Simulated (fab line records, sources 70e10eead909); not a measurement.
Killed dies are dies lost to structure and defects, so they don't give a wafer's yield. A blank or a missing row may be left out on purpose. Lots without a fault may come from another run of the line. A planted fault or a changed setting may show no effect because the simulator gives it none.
Chamber matching | flow nand_harc | NHARC_A_CHANNEL_FILL_D1_ALD_14 on ald_hk-01: 4 sister chambers
The step deposits SiO2, target thk 2.5 nm, pulse time 10 s, ald cycles 25. 8 wafers are shown with their chamber, then 11 later ones without.

WAFERS WITH THEIR CHAMBER
wafer  | chamber | heater_power_w (W) | precursor_pulse_height_rel
L087.1 | 0       | 484                | 0.982
L087.3 | 1       | 455                | 0.997
L087.4 | 3       | 527                | 1.003
L087.5 | 2       | 392                | 1.033
L088.3 | 0       | 493                | 1.032
L088.5 | 2       | 397                | 1.024
L088.6 | 1       | 460                | 1.027
L093.3 | 3       | 533                | 0.979

WAFERS WITHOUT THEIR CHAMBER
wafer  | heater_power_w (W) | precursor_pulse_height_rel
L093.5 | 494                | 0.988
L093.6 | 466                | 0.960
L095.1 | 410                | 0.999
L095.4 | 485                | 1.019
L095.5 | 523                | 1.019
L096.4 | 522                | 1.041
L096.5 | 551                | 1.012
L096.6 | 493                | 0.970
L096.1 | 409                | 1.013
L096.2 | 463                | 1.013
L096.3 | 486                | 0.973

WHICH CHAMBER EACH WENT THROUGH
wafer  | from the rows above | in truth
L093.5 | 0                   | 0
L093.6 | 1                   | 1
L095.1 | 2                   | 2
L095.4 | 0                   | 0
L095.5 | 3                   | 3
L096.4 | 3                   | 3
L096.5 | 3                   | 3
L096.6 | 0                   | 0
L096.1 | 2                   | 2
L096.2 | 1                   | 1
L096.3 | 0                   | 0
Placed correctly: 11 of 11. Can't be placed from these rows: 0. Placed wrongly: 0.
How it was worked out, from the rows above alone: a wafer's distance from a chamber is the root of the sum, over the readings, of the square of ((its reading less the chamber's mean) divided by the reading's scatter). The wafer belongs to the nearest chamber; if the next one is less than 2 further off, it can't be placed. A chamber's mean is the mean of its shown wafers. The scatter: the root of (the sum of the squares of (reading less its chamber's mean) over the shown wafers, divided by (wafers less chambers)).
